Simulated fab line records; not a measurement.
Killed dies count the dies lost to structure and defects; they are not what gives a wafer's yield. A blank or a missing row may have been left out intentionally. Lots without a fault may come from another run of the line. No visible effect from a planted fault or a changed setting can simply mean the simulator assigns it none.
Matching of chambers :: flow nand_harc :: rie_diel-10 running NHARC_A_BLC_ETCH_16: 4 sister chambers
The step etches the open film in CF4, target depth 39 nm, time 65 s. 39 wafers are shown with their chamber, then 12 later ones without.

## EACH WAFER AND ITS CHAMBER
wafer: L074.1
chamber: 3
showerhead_plenum_p_Torr (Torr): 1.65
drypump_motor_current_A (A): 5.65
rf_vpp_V (V): 149.3

wafer: L074.3
chamber: 2
showerhead_plenum_p_Torr (Torr): 1.80
drypump_motor_current_A (A): 5.82
rf_vpp_V (V): 151.7

wafer: L074.5
chamber: 1
showerhead_plenum_p_Torr (Torr): 1.87
drypump_motor_current_A (A): 5.32
rf_vpp_V (V): 152.8

wafer: L075.1
chamber: 0
showerhead_plenum_p_Torr (Torr): 1.73
drypump_motor_current_A (A): 5.64
rf_vpp_V (V): 149.9

wafer: L075.3
chamber: 2
showerhead_plenum_p_Torr (Torr): 1.80
drypump_motor_current_A (A): 5.85
rf_vpp_V (V): 152.7

wafer: L075.4
chamber: 3
showerhead_plenum_p_Torr (Torr): 1.65
drypump_motor_current_A (A): 5.63
rf_vpp_V (V): 150.2

wafer: L076.1
chamber: 2
showerhead_plenum_p_Torr (Torr): 1.80
drypump_motor_current_A (A): 5.84
rf_vpp_V (V): 151.8

wafer: L076.4
chamber: 3
showerhead_plenum_p_Torr (Torr): 1.65
drypump_motor_current_A (A): 5.64
rf_vpp_V (V): 149.2

wafer: L076.6
chamber: 2
showerhead_plenum_p_Torr (Torr): 1.80
drypump_motor_current_A (A): 5.86
rf_vpp_V (V): 150.0

wafer: L077.3
chamber: 3
showerhead_plenum_p_Torr (Torr): 1.64
drypump_motor_current_A (A): 5.64
rf_vpp_V (V): 148.7

wafer: L077.5
chamber: 2
showerhead_plenum_p_Torr (Torr): 1.80
drypump_motor_current_A (A): 5.76
rf_vpp_V (V): 150.9

wafer: L077.6
chamber: 3
showerhead_plenum_p_Torr (Torr): 1.64
drypump_motor_current_A (A): 5.65
rf_vpp_V (V): 149.1

wafer: L081.3
chamber: 1
showerhead_plenum_p_Torr (Torr): 1.87
drypump_motor_current_A (A): 5.32
rf_vpp_V (V): 152.8

wafer: L081.4
chamber: 0
showerhead_plenum_p_Torr (Torr): 1.73
drypump_motor_current_A (A): 5.64
rf_vpp_V (V): 151.0

wafer: L081.5
chamber: 0
showerhead_plenum_p_Torr (Torr): 1.73
drypump_motor_current_A (A): 5.66
rf_vpp_V (V): 150.2

wafer: L084.2
chamber: 2
showerhead_plenum_p_Torr (Torr): 1.79
drypump_motor_current_A (A): 5.75
rf_vpp_V (V): 151.3

wafer: L084.3
chamber: 3
showerhead_plenum_p_Torr (Torr): 1.64
drypump_motor_current_A (A): 5.63
rf_vpp_V (V): 149.3

wafer: L084.6
chamber: 0
showerhead_plenum_p_Torr (Torr): 1.73
drypump_motor_current_A (A): 5.68
rf_vpp_V (V): 151.7

wafer: L086.2
chamber: 2
showerhead_plenum_p_Torr (Torr): 1.79
drypump_motor_current_A (A): 5.81
rf_vpp_V (V): 151.4

wafer: L086.5
chamber: 3
showerhead_plenum_p_Torr (Torr): 1.64
drypump_motor_current_A (A): 5.65
rf_vpp_V (V): 148.7

wafer: L086.6
chamber: 0
showerhead_plenum_p_Torr (Torr): 1.73
drypump_motor_current_A (A): 5.64
rf_vpp_V (V): 150.4

wafer: L087.2
chamber: 1
showerhead_plenum_p_Torr (Torr): 1.87
drypump_motor_current_A (A): 5.33
rf_vpp_V (V): 152.1

wafer: L087.3
chamber: 2
showerhead_plenum_p_Torr (Torr): 1.79
drypump_motor_current_A (A): 5.81
rf_vpp_V (V): 150.7

wafer: L087.6
chamber: 0
showerhead_plenum_p_Torr (Torr): 1.73
drypump_motor_current_A (A): 5.67
rf_vpp_V (V): 150.6

wafer: L088.1
chamber: 2
showerhead_plenum_p_Torr (Torr): 1.79
drypump_motor_current_A (A): 5.78
rf_vpp_V (V): 150.9

wafer: L088.2
chamber: 0
showerhead_plenum_p_Torr (Torr): 1.73
drypump_motor_current_A (A): 5.69
rf_vpp_V (V): 151.2

wafer: L088.3
chamber: 1
showerhead_plenum_p_Torr (Torr): 1.87
drypump_motor_current_A (A): 5.31
rf_vpp_V (V): 153.5

wafer: L088.4
chamber: 3
showerhead_plenum_p_Torr (Torr): 1.64
drypump_motor_current_A (A): 5.62
rf_vpp_V (V): 150.5

wafer: L088.5
chamber: 1
showerhead_plenum_p_Torr (Torr): 1.87
drypump_motor_current_A (A): 5.32
rf_vpp_V (V): 151.0

wafer: L088.6
chamber: 2
showerhead_plenum_p_Torr (Torr): 1.79
drypump_motor_current_A (A): 5.83
rf_vpp_V (V): 151.0

wafer: L089.3
chamber: 0
showerhead_plenum_p_Torr (Torr): 1.73
drypump_motor_current_A (A): 5.63
rf_vpp_V (V): 151.1

wafer: L089.4
chamber: 2
showerhead_plenum_p_Torr (Torr): 1.79
drypump_motor_current_A (A): 5.79
rf_vpp_V (V): 151.2

wafer: L089.5
chamber: 1
showerhead_plenum_p_Torr (Torr): 1.87
drypump_motor_current_A (A): 5.29
rf_vpp_V (V): 150.4

wafer: L090.2
chamber: 2
showerhead_plenum_p_Torr (Torr): 1.79
drypump_motor_current_A (A): 5.81
rf_vpp_V (V): 150.8

wafer: L090.3
chamber: 1
showerhead_plenum_p_Torr (Torr): 1.87
drypump_motor_current_A (A): 5.31
rf_vpp_V (V): 152.2

wafer: L090.6
chamber: 2
showerhead_plenum_p_Torr (Torr): 1.79
drypump_motor_current_A (A): 5.80
rf_vpp_V (V): 153.4

wafer: L092.3
chamber: 1
showerhead_plenum_p_Torr (Torr): 1.87
drypump_motor_current_A (A): 5.31
rf_vpp_V (V): 151.0

wafer: L092.4
chamber: 2
showerhead_plenum_p_Torr (Torr): 1.79
drypump_motor_current_A (A): 5.76
rf_vpp_V (V): 151.9

wafer: L092.5
chamber: 2
showerhead_plenum_p_Torr (Torr): 1.79
drypump_motor_current_A (A): 5.80
rf_vpp_V (V): 152.4

SIGNATURES, as means of the wafers listed above
reading: showerhead_plenum_p_Torr
chamber 0: 1.7300
chamber 1: 1.8700
chamber 2: 1.7933
chamber 3: 1.6437
scatter within a chamber: 0.00386

reading: drypump_motor_current_A
chamber 0: 5.6562
chamber 1: 5.3137
chamber 2: 5.8047
chamber 3: 5.6387
scatter within a chamber: 0.0242

reading: rf_vpp_V
chamber 0: 150.762
chamber 1: 151.975
chamber 2: 151.473
chamber 3: 149.375
scatter within a chamber: 0.831
Rule: for each reading, subtract the chamber's mean from the wafer's reading, divide by that reading's scatter and square the result; add these up over the readings and take the root, which gives the wafer's distance from the chamber. The wafer belongs to the nearest chamber; if the next one is less than 2 further off, it can't be placed. The scatter: the root of (the sum of the squares of (reading less its chamber's mean) over the shown wafers, divided by (wafers less chambers)).

## WAFERS WHOSE CHAMBER IS MISSING
wafer: L093.2
showerhead_plenum_p_Torr (Torr): 1.64
drypump_motor_current_A (A): 5.64
rf_vpp_V (V): 149.0

wafer: L093.3
showerhead_plenum_p_Torr (Torr): 1.87
drypump_motor_current_A (A): 5.29
rf_vpp_V (V): 151.3

wafer: L093.4
showerhead_plenum_p_Torr (Torr): 1.79
drypump_motor_current_A (A): 5.79
rf_vpp_V (V): 151.6

wafer: L096.1
showerhead_plenum_p_Torr (Torr): 1.79
drypump_motor_current_A (A): 5.80
rf_vpp_V (V): 152.4

wafer: L096.4
showerhead_plenum_p_Torr (Torr): 1.73
drypump_motor_current_A (A): 5.67
rf_vpp_V (V): 149.6

wafer: L096.5
showerhead_plenum_p_Torr (Torr): 1.64
drypump_motor_current_A (A): 5.64
rf_vpp_V (V): 149.5

wafer: L095.2
showerhead_plenum_p_Torr (Torr): 1.73
drypump_motor_current_A (A): 5.66
rf_vpp_V (V): 151.1

wafer: L095.4
showerhead_plenum_p_Torr (Torr): 1.64
drypump_motor_current_A (A): 5.66
rf_vpp_V (V): 149.1

wafer: L095.5
showerhead_plenum_p_Torr (Torr): 1.79
drypump_motor_current_A (A): 5.79
rf_vpp_V (V): 152.6

wafer: L097.1
showerhead_plenum_p_Torr (Torr): 1.64
drypump_motor_current_A (A): 5.63
rf_vpp_V (V): 149.4

wafer: L097.3
showerhead_plenum_p_Torr (Torr): 1.73
drypump_motor_current_A (A): 5.67
rf_vpp_V (V): 150.0

wafer: L097.5
showerhead_plenum_p_Torr (Torr): 1.73
drypump_motor_current_A (A): 5.65
rf_vpp_V (V): 151.0

## CHAMBER TAKEN BY EACH
wafer: L093.2
from the rows above: 3
in truth: 3

wafer: L093.3
from the rows above: 1
in truth: 1

wafer: L093.4
from the rows above: 2
in truth: 2

wafer: L096.1
from the rows above: 2
in truth: 2

wafer: L096.4
from the rows above: 0
in truth: 0

wafer: L096.5
from the rows above: 3
in truth: 3

wafer: L095.2
from the rows above: 0
in truth: 0

wafer: L095.4
from the rows above: 3
in truth: 3

wafer: L095.5
from the rows above: 2
in truth: 2

wafer: L097.1
from the rows above: 3
in truth: 3

wafer: L097.3
from the rows above: 0
in truth: 0

wafer: L097.5
from the rows above: 0
in truth: 0
Correctly placed: 12 of 12. From these rows, 0 cannot be placed. Wrongly placed: 0.
